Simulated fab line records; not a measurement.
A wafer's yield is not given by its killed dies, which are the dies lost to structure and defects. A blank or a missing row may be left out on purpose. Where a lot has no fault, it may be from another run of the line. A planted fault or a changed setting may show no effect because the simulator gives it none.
fab line records :: flow nandHarc :: part 2 of 2: steps 5 to 6 of 6
record:
  lots: 22
  wafers: 66
  lastDay: 26
route steps=1159 shown P_ZERO_WELL@61 P_GATE@205 P_M0@266 P_M1@300
lots that met no fault: taken from a fault-free run of the same line
startH: hours from the record's opening day to when the first of the lot's shown wafers began :: waitH: time in hours since the lot's previous step :: " repeats the value in the row above :: L1.1+2: a row that stands for several wafers :: - value missing, or start not given :: * or withheld: withheld :: < > ~ a bound
route shown NAME@n: NAME is a module with steps in the file, n the number in the route of the first one :: usual: mean/standard deviation of fault-free wafers :: same: alike in all rows :: chamber/n: place in a boat :: sites: the reading at each site :: _std_site: the values' standard deviation :: _edge_site: mean of outer sites minus mean of inner sites :: radiusMm: how far each site lies from the wafer's centre :: mask NAME#n: copy n :: behind: tool/chamber where the wafer was last shaped :: hold: what put the lot on hold/how long, in hours/how the hold closed :: device: the n, p or np transistor that did not switch :: end of line: the same wafers' tests at the end of the route :: step lacking rows: just its recipe :: killed: dies that structure and defects cost at the first sort, which is not the same as the wafer's yield :: map: per-die view of a wafer (x killed, . not killed, _ where there is no die)
set.NAME: the setting that was run; set.NAME@STEP: the one run at that earlier step :: model.NAME: the simulator's own value behind a step, which no gauge read
route steps across a sampled set of lots; one table per step, one row per wafer
services: the hour from which a tool's chamber was out of use, counted from the record's first day as startH (under 0 if before that day), plus the number of hours and why
== steps ==
step: NHARC_P_M0_ANNEAL_30
recipe:
  tempC: 225
  timeS: 90
usual:
  annealTempC: 224.94/0.17
  wafer_temp_C_max: 226.19/0.23
lot.wafer: L074.3
tool: rtpAnneal-01
chamber: 0
startH: 114.14
waitH: 0.3
annealTempC: 224.77
wafer_temp_C_max: 226.12

lot.wafer: L074.4
tool: rtpAnneal-01
chamber: 0
startH: 114.14
waitH: 0.3
annealTempC: 225.01
wafer_temp_C_max: 226.57

lot.wafer: L074.5
tool: rtpAnneal-01
chamber: 0
startH: 114.14
waitH: 0.3
annealTempC: 224.96
wafer_temp_C_max: 226.38

lot.wafer: L076.1
tool: rtpAnneal-01
chamber: 0
startH: 136.57
waitH: 0.3
annealTempC: 225.08
wafer_temp_C_max: 225.88

lot.wafer: L076.2
tool: rtpAnneal-01
chamber: 0
startH: 136.57
waitH: 0.3
annealTempC: 225.05
wafer_temp_C_max: 226.36

lot.wafer: L076.5
tool: rtpAnneal-01
chamber: 0
startH: 136.57
waitH: 0.3
annealTempC: 224.75
wafer_temp_C_max: 226.31

lot.wafer: L079.1
tool: rtpAnneal-02
chamber: 0
startH: 150.13
waitH: 0.4
annealTempC: 225.04
wafer_temp_C_max: 226.14

lot.wafer: L079.2
tool: rtpAnneal-02
chamber: 0
startH: 150.13
waitH: 0.4
annealTempC: 224.85
wafer_temp_C_max: 226.02

lot.wafer: L079.6
tool: rtpAnneal-02
chamber: 0
startH: 150.13
waitH: 0.4
annealTempC: 224.91
wafer_temp_C_max: 225.86

lot.wafer: L077.1
tool: rtpAnneal-01
chamber: 0
startH: 151.43
waitH: 0.3
annealTempC: 225.01
wafer_temp_C_max: 225.85

lot.wafer: L077.3
tool: rtpAnneal-01
chamber: 0
startH: 151.43
waitH: 0.3
annealTempC: 224.95
wafer_temp_C_max: 225.91

lot.wafer: L077.5
tool: rtpAnneal-01
chamber: 0
startH: 151.43
waitH: 0.3
annealTempC: 224.87
wafer_temp_C_max: 225.79

lot.wafer: L078.2
tool: rtpAnneal-02
chamber: 0
startH: 152.04
waitH: 0.4
annealTempC: 224.69
wafer_temp_C_max: 226.06

lot.wafer: L078.5
tool: rtpAnneal-02
chamber: 0
startH: 152.04
waitH: 0.4
annealTempC: 224.84
wafer_temp_C_max: 226.02

lot.wafer: L078.6
tool: rtpAnneal-02
chamber: 0
startH: 152.04
waitH: 0.4
annealTempC: 224.98
wafer_temp_C_max: 226.35

lot.wafer: L081.2
tool: rtpAnneal-02
chamber: 0
startH: 164.51
waitH: 0.3
annealTempC: 225.18
wafer_temp_C_max: 225.98

lot.wafer: L081.3
tool: rtpAnneal-02
chamber: 0
startH: 164.51
waitH: 0.3
annealTempC: 225.12
wafer_temp_C_max: 226.31

lot.wafer: L081.4
tool: rtpAnneal-02
chamber: 0
startH: 164.51
waitH: 0.3
annealTempC: 225.09
wafer_temp_C_max: 225.82

lot.wafer: L080.1
tool: rtpAnneal-02
chamber: 0
startH: 165.66
waitH: 0.3
annealTempC: 224.97
wafer_temp_C_max: 226.32

lot.wafer: L080.4
tool: rtpAnneal-02
chamber: 0
startH: 165.66
waitH: 0.3
annealTempC: 224.94
wafer_temp_C_max: 226.35

lot.wafer: L080.5
tool: rtpAnneal-02
chamber: 0
startH: 165.66
waitH: 0.3
annealTempC: 224.62
wafer_temp_C_max: 225.88

lot.wafer: L082.2
tool: rtpAnneal-01
chamber: 0
startH: 176.06
waitH: 0.4
annealTempC: 224.77
wafer_temp_C_max: 226.08

lot.wafer: L082.3
tool: rtpAnneal-01
chamber: 0
startH: 176.06
waitH: 0.4
annealTempC: 224.42
wafer_temp_C_max: 226.33

lot.wafer: L082.6
tool: rtpAnneal-01
chamber: 0
startH: 176.06
waitH: 0.4
annealTempC: 224.47
wafer_temp_C_max: 225.93

lot.wafer: L086.1
tool: rtpAnneal-02
chamber: 0
startH: 221.99
waitH: 0.3
annealTempC: 224.95
wafer_temp_C_max: 226.21

lot.wafer: L086.2
tool: rtpAnneal-02
chamber: 0
startH: 221.99
waitH: 0.3
annealTempC: 224.84
wafer_temp_C_max: 226.49

lot.wafer: L086.6
tool: rtpAnneal-02
chamber: 0
startH: 221.99
waitH: 0.3
annealTempC: 224.92
wafer_temp_C_max: 226.24

lot.wafer: L084.2
tool: rtpAnneal-01
chamber: 0
startH: 222.47
waitH: 0.3
annealTempC: 225.09
wafer_temp_C_max: 226.43

lot.wafer: L084.4
tool: rtpAnneal-01
chamber: 0
startH: 222.47
waitH: 0.3
annealTempC: 225.04
wafer_temp_C_max: 226.16

lot.wafer: L084.6
tool: rtpAnneal-01
chamber: 0
startH: 222.47
waitH: 0.3
annealTempC: 225.12
wafer_temp_C_max: 226.42

lot.wafer: L085.3
tool: rtpAnneal-02
chamber: 0
startH: 225.98
waitH: -
annealTempC: 225.10
wafer_temp_C_max: 226.24

lot.wafer: L085.4
tool: rtpAnneal-02
chamber: 0
startH: 225.98
waitH: -
annealTempC: 224.84
wafer_temp_C_max: 226.48

lot.wafer: L085.5
tool: rtpAnneal-02
chamber: 0
startH: 225.98
waitH: -
annealTempC: 225.11
wafer_temp_C_max: 226.21

lot.wafer: L087.2
tool: rtpAnneal-02
chamber: 0
startH: 226.32
waitH: 0.4
annealTempC: 224.81
wafer_temp_C_max: 226.02

lot.wafer: L087.3
tool: rtpAnneal-02
chamber: 0
startH: 226.32
waitH: 0.4
annealTempC: 224.85
wafer_temp_C_max: 226.29

lot.wafer: L087.5
tool: rtpAnneal-02
chamber: 0
startH: 226.32
waitH: 0.4
annealTempC: 225.12
wafer_temp_C_max: 226.55

lot.wafer: L088.1
tool: rtpAnneal-02
chamber: 0
startH: 226.98
waitH: -
annealTempC: 225.14
wafer_temp_C_max: 225.98

lot.wafer: L088.3
tool: rtpAnneal-02
chamber: 0
startH: 226.98
waitH: -
annealTempC: 224.91
wafer_temp_C_max: 226.23

lot.wafer: L088.6
tool: rtpAnneal-02
chamber: 0
startH: 226.98
waitH: -
annealTempC: 224.91
wafer_temp_C_max: 226.19

lot.wafer: L091.2
tool: rtpAnneal-01
chamber: 0
startH: 227.58
waitH: -
annealTempC: 224.81
wafer_temp_C_max: 226.47

lot.wafer: L091.3
tool: rtpAnneal-01
chamber: 0
startH: 227.58
waitH: -
annealTempC: 225.08
wafer_temp_C_max: 226.65

lot.wafer: L091.4
tool: rtpAnneal-01
chamber: 0
startH: 227.58
waitH: -
annealTempC: 224.97
wafer_temp_C_max: 226.00

lot.wafer: L089.2
tool: rtpAnneal-02
chamber: 0
startH: 234.42
waitH: -
annealTempC: 224.71
wafer_temp_C_max: 226.42

lot.wafer: L089.3
tool: rtpAnneal-02
chamber: 0
startH: 234.42
waitH: -
annealTempC: 224.85
wafer_temp_C_max: 226.47

lot.wafer: L089.4
tool: rtpAnneal-02
chamber: 0
startH: 234.42
waitH: -
annealTempC: 224.75
wafer_temp_C_max: 226.23

lot.wafer: L092.2
tool: rtpAnneal-01
chamber: 0
startH: 235.13
waitH: -
annealTempC: 224.83
wafer_temp_C_max: 226.24

lot.wafer: L092.4
tool: rtpAnneal-01
chamber: 0
startH: 235.13
waitH: -
annealTempC: 225.00
wafer_temp_C_max: 226.31

lot.wafer: L092.5
tool: rtpAnneal-01
chamber: 0
startH: 235.13
waitH: -
annealTempC: 224.80
wafer_temp_C_max: 226.52

lot.wafer: L090.1
tool: rtpAnneal-01
chamber: 0
startH: 236.36
waitH: 0.4
annealTempC: 224.95
wafer_temp_C_max: 226.48

lot.wafer: L090.2
tool: rtpAnneal-01
chamber: 0
startH: 236.36
waitH: 0.4
annealTempC: 224.78
wafer_temp_C_max: 226.24

lot.wafer: L090.5
tool: rtpAnneal-01
chamber: 0
startH: 236.36
waitH: 0.4
annealTempC: 225.01
wafer_temp_C_max: 226.34

lot.wafer: L094.1
tool: rtpAnneal-02
chamber: 0
startH: 239.39
waitH: 0.3
annealTempC: 225.09
wafer_temp_C_max: 225.93

lot.wafer: L094.2
tool: rtpAnneal-02
chamber: 0
startH: 239.39
waitH: 0.3
annealTempC: 224.95
wafer_temp_C_max: 225.90

lot.wafer: L094.3
tool: rtpAnneal-02
chamber: 0
startH: 239.39
waitH: 0.3
annealTempC: 224.79
wafer_temp_C_max: 226.07

lot.wafer: L093.3
tool: rtpAnneal-01
chamber: 0
startH: 240.21
waitH: -
annealTempC: 225.10
wafer_temp_C_max: 225.91

lot.wafer: L093.4
tool: rtpAnneal-01
chamber: 0
startH: 240.21
waitH: -
annealTempC: 225.03
wafer_temp_C_max: 226.05

lot.wafer: L093.6
tool: rtpAnneal-01
chamber: 0
startH: 240.21
waitH: -
annealTempC: 225.23
wafer_temp_C_max: 226.32

lot.wafer: L095.1
tool: rtpAnneal-02
chamber: 0
startH: 241.44
waitH: -
annealTempC: 224.69
wafer_temp_C_max: 225.88

lot.wafer: L095.4
tool: rtpAnneal-02
chamber: 0
startH: 241.44
waitH: -
annealTempC: 224.74
wafer_temp_C_max: 226.30

lot.wafer: L095.5
tool: rtpAnneal-02
chamber: 0
startH: 241.44
waitH: -
annealTempC: 224.59
wafer_temp_C_max: 225.96

lot.wafer: L096.1
tool: rtpAnneal-02
chamber: 0
startH: 242.59
waitH: -
annealTempC: 225.05
wafer_temp_C_max: 226.17

lot.wafer: L096.2
tool: rtpAnneal-02
chamber: 0
startH: 242.59
waitH: -
annealTempC: 225.18
wafer_temp_C_max: 226.32

lot.wafer: L096.4
tool: rtpAnneal-02
chamber: 0
startH: 242.59
waitH: -
annealTempC: 225.22
wafer_temp_C_max: 226.04

lot.wafer: L097.2
tool: rtpAnneal-01
chamber: 0
startH: 256.80
waitH: -
annealTempC: 225.02
wafer_temp_C_max: 226.06

lot.wafer: L097.3
tool: rtpAnneal-01
chamber: 0
startH: 256.80
waitH: -
annealTempC: 224.68
wafer_temp_C_max: 225.89

lot.wafer: L097.5
tool: rtpAnneal-01
chamber: 0
startH: 256.80
waitH: -
annealTempC: 224.97
wafer_temp_C_max: 226.04
step: NHARC_P_M1_ETCH_15
recipe:
  targetDepthA: 1825
  timeS: 91.2
  c4f8FlowSccm: withheld
  arFlowSccm: 400
  rfW: 600
  biasW: 300
  chemistry: C4F8/Ar
usual:
  oesProductAu: 0.961/0.017
  rfFwdPowerW: 596.0/2.3
  rfVppV: 440.1/2
lot.wafer: L074.3
tool: rieDiel-07
chamber: 0
startH: -
waitH: -
oesProductAu: 0.973
rfFwdPowerW: 596.0
rfHoursCounterH: 2
rfVppV: 440.4

lot.wafer: L074.4
tool: rieDiel-07
chamber: 3
startH: -
waitH: -
oesProductAu: 0.984
rfFwdPowerW: 597.4
rfHoursCounterH: 2
rfVppV: 440.0

lot.wafer: L074.5
tool: rieDiel-07
chamber: 0
startH: -
waitH: -
oesProductAu: 0.955
rfFwdPowerW: 594.4
rfHoursCounterH: -
rfVppV: 439.8

lot.wafer: L076.2
tool: rieDiel-07
chamber: 3
startH: -
waitH: -
oesProductAu: 0.963
rfFwdPowerW: 601.5
rfHoursCounterH: 2
rfVppV: 441.1

lot.wafer: L076.1
tool: rieDiel-07
chamber: 0
startH: -
waitH: -
oesProductAu: 0.940
rfFwdPowerW: 597.6
rfHoursCounterH: 2
rfVppV: 441.5

lot.wafer: L076.5
tool: rieDiel-07
chamber: 2
startH: -
waitH: -
oesProductAu: 0.941
rfFwdPowerW: 595.8
rfHoursCounterH: -
rfVppV: 442.7

lot.wafer: L079.1
tool: rieDiel-07
chamber: 3
startH: -
waitH: -
oesProductAu: 0.930
rfFwdPowerW: 595.2
rfHoursCounterH: 3
rfVppV: 441.0

lot.wafer: L079.2
tool: rieDiel-07
chamber: 0
startH: -
waitH: -
oesProductAu: 0.917
rfFwdPowerW: 596.5
rfHoursCounterH: 2
rfVppV: 441.1

lot.wafer: L079.6
tool: rieDiel-07
chamber: 2
startH: -
waitH: -
oesProductAu: 0.924
rfFwdPowerW: 597.6
rfHoursCounterH: -
rfVppV: 441.3

lot.wafer: L077.3
tool: rieDiel-03
chamber: 2
startH: -
waitH: -
oesProductAu: 0.934
rfFwdPowerW: 598.5
rfHoursCounterH: 10
rfVppV: 440.4

lot.wafer: L077.1
tool: rieDiel-03
chamber: 1
startH: -
waitH: -
oesProductAu: 0.977
rfFwdPowerW: 595.6
rfHoursCounterH: 9
rfVppV: 437.0

lot.wafer: L077.5
tool: rieDiel-03
chamber: 2
startH: -
waitH: -
oesProductAu: 0.953
rfFwdPowerW: 598.4
rfHoursCounterH: -
rfVppV: 440.7

lot.wafer: L078.2
tool: rieDiel-03
chamber: 0
startH: -
waitH: -
oesProductAu: 0.956
rfFwdPowerW: 592.3
rfHoursCounterH: 9
rfVppV: 444.1

lot.wafer: L078.6
tool: rieDiel-03
chamber: 3
startH: -
waitH: -
oesProductAu: 0.974
rfFwdPowerW: 596.4
rfHoursCounterH: -
rfVppV: 439.1

lot.wafer: L078.5
tool: rieDiel-03
chamber: 0
startH: -
waitH: -
oesProductAu: 0.966
rfFwdPowerW: 595.9
rfHoursCounterH: -
rfVppV: 443.6

lot.wafer: L081.4
tool: rieDiel-06
chamber: 2
startH: -
waitH: -
oesProductAu: 0.961
rfFwdPowerW: 598.3
rfHoursCounterH: 4
rfVppV: 439.9

lot.wafer: L081.3
tool: rieDiel-06
chamber: 3
startH: -
waitH: -
oesProductAu: 0.972
rfFwdPowerW: 595.0
rfHoursCounterH: 4
rfVppV: 437.7

lot.wafer: L081.2
tool: rieDiel-06
chamber: 1
startH: -
waitH: -
oesProductAu: 0.961
rfFwdPowerW: 597.3
rfHoursCounterH: 4
rfVppV: 438.9

lot.wafer: L080.1
tool: rieDiel-06
chamber: 1
startH: -
waitH: -
oesProductAu: 0.966
rfFwdPowerW: 592.9
rfHoursCounterH: 4
rfVppV: 438.6

lot.wafer: L080.4
tool: rieDiel-06
chamber: 2
startH: -
waitH: -
oesProductAu: 0.918
rfFwdPowerW: 595.7
rfHoursCounterH: 4
rfVppV: 440.6

lot.wafer: L080.5
tool: rieDiel-06
chamber: 3
startH: -
waitH: -
oesProductAu: 0.931
rfFwdPowerW: 594.4
rfHoursCounterH: -
rfVppV: 438.9

lot.wafer: L082.2
tool: rieDiel-03
chamber: 1
startH: -
waitH: -
oesProductAu: 0.959
rfFwdPowerW: 599.6
rfHoursCounterH: 11
rfVppV: 436.8

lot.wafer: L082.3
tool: rieDiel-03
chamber: 2
startH: -
waitH: -
oesProductAu: 0.952
rfFwdPowerW: 595.6
rfHoursCounterH: 12
rfVppV: 439.7

lot.wafer: L082.6
tool: rieDiel-03
chamber: 0
startH: -
waitH: -
oesProductAu: 0.978
rfFwdPowerW: 593.9
rfHoursCounterH: -
rfVppV: 443.8

lot.wafer: L086.1
tool: rieDiel-07
chamber: 1
startH: -
waitH: -
oesProductAu: 0.982
rfFwdPowerW: 595.5
rfHoursCounterH: 4
rfVppV: 440.1

lot.wafer: L086.2
tool: rieDiel-07
chamber: 2
startH: -
waitH: -
oesProductAu: 0.977
rfFwdPowerW: 591.3
rfHoursCounterH: 4
rfVppV: 441.7

lot.wafer: L086.6
tool: rieDiel-07
chamber: 3
startH: -
waitH: -
oesProductAu: 0.972
rfFwdPowerW: 595.2
rfHoursCounterH: -
rfVppV: 440.7

lot.wafer: L084.4
tool: rieDiel-06
chamber: 0
startH: -
waitH: -
oesProductAu: 0.947
rfFwdPowerW: 600.9
rfHoursCounterH: 7
rfVppV: 439.3

lot.wafer: L084.2
tool: rieDiel-06
chamber: 1
startH: -
waitH: -
oesProductAu: 0.958
rfFwdPowerW: 596.0
rfHoursCounterH: 7
rfVppV: 439.6

lot.wafer: L084.6
tool: rieDiel-06
chamber: 2
startH: -
waitH: -
oesProductAu: 0.959
rfFwdPowerW: 591.2
rfHoursCounterH: -
rfVppV: 440.3

lot.wafer: L085.3
tool: rieDiel-06
chamber: 1
startH: -
waitH: -
oesProductAu: 0.970
rfFwdPowerW: 594.0
rfHoursCounterH: 7
rfVppV: 438.3

lot.wafer: L085.4
tool: rieDiel-06
chamber: 2
startH: -
waitH: -
oesProductAu: 0.968
rfFwdPowerW: 595.9
rfHoursCounterH: 8
rfVppV: 441.2

lot.wafer: L085.5
tool: rieDiel-06
chamber: 0
startH: -
waitH: -
oesProductAu: 0.962
rfFwdPowerW: 595.4
rfHoursCounterH: -
rfVppV: 440.7

lot.wafer: L087.3
tool: rieDiel-03
chamber: 1
startH: -
waitH: -
oesProductAu: 0.950
rfFwdPowerW: 595.6
rfHoursCounterH: 0
rfVppV: 437.4

lot.wafer: L087.2
tool: rieDiel-03
chamber: 3
startH: -
waitH: -
oesProductAu: 0.968
rfFwdPowerW: 598.6
rfHoursCounterH: 0
rfVppV: 440.3

lot.wafer: L087.5
tool: rieDiel-03
chamber: 0
startH: -
waitH: -
oesProductAu: 0.975
rfFwdPowerW: 595.6
rfHoursCounterH: -
rfVppV: 444.0

lot.wafer: L088.3
tool: rieDiel-03
chamber: 3
startH: -
waitH: -
oesProductAu: 0.947
rfFwdPowerW: 594.7
rfHoursCounterH: 0
rfVppV: 438.5

lot.wafer: L088.1
tool: rieDiel-03
chamber: 0
startH: -
waitH: -
oesProductAu: 0.975
rfFwdPowerW: 598.7
rfHoursCounterH: 0
rfVppV: 443.4

lot.wafer: L088.6
tool: rieDiel-03
chamber: 2
startH: -
waitH: -
oesProductAu: 0.973
rfFwdPowerW: 599.5
rfHoursCounterH: -
rfVppV: 440.8

lot.wafer: L091.2
tool: rieDiel-03
chamber: 2
startH: -
waitH: -
oesProductAu: 0.964
rfFwdPowerW: 596.2
rfHoursCounterH: 0
rfVppV: 440.2

lot.wafer: L091.4
tool: rieDiel-03
chamber: 3
startH: -
waitH: -
oesProductAu: 0.967
rfFwdPowerW: 592.4
rfHoursCounterH: 0
rfVppV: 438.0

lot.wafer: L091.3
tool: rieDiel-03
chamber: 0
startH: -
waitH: -
oesProductAu: 0.975
rfFwdPowerW: 593.6
rfHoursCounterH: 0
rfVppV: 443.4

lot.wafer: L089.3
tool: rieDiel-03
chamber: 0
startH: -
waitH: -
oesProductAu: 0.970
rfFwdPowerW: 598.6
rfHoursCounterH: 1
rfVppV: 442.2

lot.wafer: L089.4
tool: rieDiel-03
chamber: 2
startH: -
waitH: -
oesProductAu: 0.961
rfFwdPowerW: 596.1
rfHoursCounterH: 1
rfVppV: 440.2

lot.wafer: L089.2
tool: rieDiel-03
chamber: 3
startH: -
waitH: -
oesProductAu: 0.944
rfFwdPowerW: 594.6
rfHoursCounterH: 1
rfVppV: 440.1

lot.wafer: L092.2
tool: rieDiel-07
chamber: 2
startH: -
waitH: -
oesProductAu: 0.955
rfFwdPowerW: 599.1
rfHoursCounterH: 0
rfVppV: 440.6

lot.wafer: L092.4
tool: rieDiel-07
chamber: 3
startH: -
waitH: -
oesProductAu: 0.982
rfFwdPowerW: 598.6
rfHoursCounterH: 0
rfVppV: 439.7

lot.wafer: L092.5
tool: rieDiel-07
chamber: 2
startH: -
waitH: -
oesProductAu: 0.948
rfFwdPowerW: 595.2
rfHoursCounterH: -
rfVppV: 441.2

lot.wafer: L090.2
tool: rieDiel-07
chamber: 0
startH: -
waitH: -
oesProductAu: 0.970
rfFwdPowerW: 597.6
rfHoursCounterH: 0
rfVppV: 438.8

lot.wafer: L090.1
tool: rieDiel-07
chamber: 1
startH: -
waitH: -
oesProductAu: 0.976
rfFwdPowerW: 595.2
rfHoursCounterH: 0
rfVppV: 438.4

lot.wafer: L090.5
tool: rieDiel-07
chamber: 3
startH: -
waitH: -
oesProductAu: 0.989
rfFwdPowerW: 597.5
rfHoursCounterH: -
rfVppV: 441.3

lot.wafer: L094.2
tool: rieDiel-03
chamber: 3
startH: -
waitH: -
oesProductAu: 0.961
rfFwdPowerW: 596.0
rfHoursCounterH: 1
rfVppV: 438.2

lot.wafer: L094.1
tool: rieDiel-03
chamber: 0
startH: -
waitH: -
oesProductAu: 0.988
rfFwdPowerW: 594.8
rfHoursCounterH: 1
rfVppV: 444.3

lot.wafer: L094.3
tool: rieDiel-03
chamber: 1
startH: -
waitH: -
oesProductAu: 0.947
rfFwdPowerW: 598.5
rfHoursCounterH: 1
rfVppV: 437.2

lot.wafer: L093.4
tool: rieDiel-03
chamber: 3
startH: -
waitH: -
oesProductAu: 0.943
rfFwdPowerW: 595.8
rfHoursCounterH: 1
rfVppV: 440.4

lot.wafer: L093.3
tool: rieDiel-03
chamber: 2
startH: -
waitH: -
oesProductAu: 0.955
rfFwdPowerW: 596.6
rfHoursCounterH: 1
rfVppV: 440.2

lot.wafer: L093.6
tool: rieDiel-03
chamber: 0
startH: -
waitH: -
oesProductAu: 0.972
rfFwdPowerW: 598.2
rfHoursCounterH: -
rfVppV: 443.3

lot.wafer: L095.4
tool: rieDiel-07
chamber: 2
startH: -
waitH: -
oesProductAu: 0.964
rfFwdPowerW: 594.3
rfHoursCounterH: 0
rfVppV: 441.2

lot.wafer: L095.1
tool: rieDiel-07
chamber: 3
startH: -
waitH: -
oesProductAu: 0.977
rfFwdPowerW: 599.8
rfHoursCounterH: 0
rfVppV: 440.0

lot.wafer: L095.5
tool: rieDiel-07
chamber: 2
startH: -
waitH: -
oesProductAu: 0.969
rfFwdPowerW: 593.7
rfHoursCounterH: -
rfVppV: 440.9

lot.wafer: L096.4
tool: rieDiel-03
chamber: 1
startH: -
waitH: -
oesProductAu: 0.966
rfFwdPowerW: 596.4
rfHoursCounterH: 1
rfVppV: 436.2

lot.wafer: L096.1
tool: rieDiel-03
chamber: 3
startH: -
waitH: -
oesProductAu: 0.963
rfFwdPowerW: 600.8
rfHoursCounterH: 2
rfVppV: 437.7

lot.wafer: L096.2
tool: rieDiel-03
chamber: 0
startH: -
waitH: -
oesProductAu: 0.970
rfFwdPowerW: 595.8
rfHoursCounterH: 2
rfVppV: 445.4

lot.wafer: L097.2
tool: rieDiel-06
chamber: 2
startH: -
waitH: -
oesProductAu: 0.963
rfFwdPowerW: 588.9
rfHoursCounterH: 0
rfVppV: 440.5

lot.wafer: L097.3
tool: rieDiel-06
chamber: 3
startH: -
waitH: -
oesProductAu: 0.976
rfFwdPowerW: 591.8
rfHoursCounterH: 0
rfVppV: 437.0

lot.wafer: L097.5
tool: rieDiel-06
chamber: 0
startH: -
waitH: -
oesProductAu: 0.974
rfFwdPowerW: 594.6
rfHoursCounterH: -
rfVppV: 441.0
== services ==
tool: rieDiel-10
chamber: -
startH: -0.50
hours: 9.0
kind: pm

tool: rieDiel-05
chamber: 2
startH: 15.91
hours: 2.3
kind: repair

tool: rieDiel-03
chamber: 1
startH: 31.61
hours: 6.0
kind: repair

tool: rieDiel-03
chamber: 2
startH: 37.59
hours: 9.0
kind: repair

tool: rieDiel-03
chamber: -
startH: 38.30
hours: 9.0
kind: pm

tool: rieDiel-10
chamber: 0
startH: 59.49
hours: 4.1
kind: repair

tool: rieDiel-10
chamber: 1
startH: 77.86
hours: 47.9
kind: repair

tool: rieDiel-03
chamber: -
startH: 78.49
hours: 1.5
kind: repair

tool: rieDiel-10
chamber: 2
startH: 92.71
hours: 9.9
kind: repair

tool: rieDiel-10
chamber: 0
startH: 98.37
hours: 2.9
kind: repair

tool: rieDiel-03
chamber: 3
startH: 100.10
hours: 27.2
kind: repair

tool: rieDiel-03
chamber: 0
startH: 131.63
hours: 1.3
kind: repair

tool: rieDiel-01
chamber: 0
startH: 135.73
hours: 8.0
kind: repair

tool: rieDiel-01
chamber: -
startH: 137.80
hours: 9.0
kind: pm

tool: rieDiel-01
chamber: 0
startH: 148.48
hours: 10.4
kind: repair

tool: rieDiel-01
chamber: 1
startH: 149.29
hours: 4.6
kind: repair

tool: rieDiel-10
chamber: 1
startH: 159.11
hours: 26.6
kind: repair

tool: rieDiel-05
chamber: -
startH: 163.63
hours: 9.0
kind: pm

tool: rieDiel-03
chamber: 1
startH: 172.42
hours: 5.6
kind: repair

tool: rieDiel-10
chamber: -
startH: 176.50
hours: 9.0
kind: pm

tool: rieDiel-03
chamber: 1
startH: 181.79
hours: 6.0
kind: repair

tool: rieDiel-10
chamber: 3
startH: 203.34
hours: 5.7
kind: repair

tool: rieDiel-03
chamber: -
startH: 211.52
hours: 1.7
kind: repair

tool: rieDiel-03
chamber: -
startH: 215.30
hours: 9.0
kind: pm
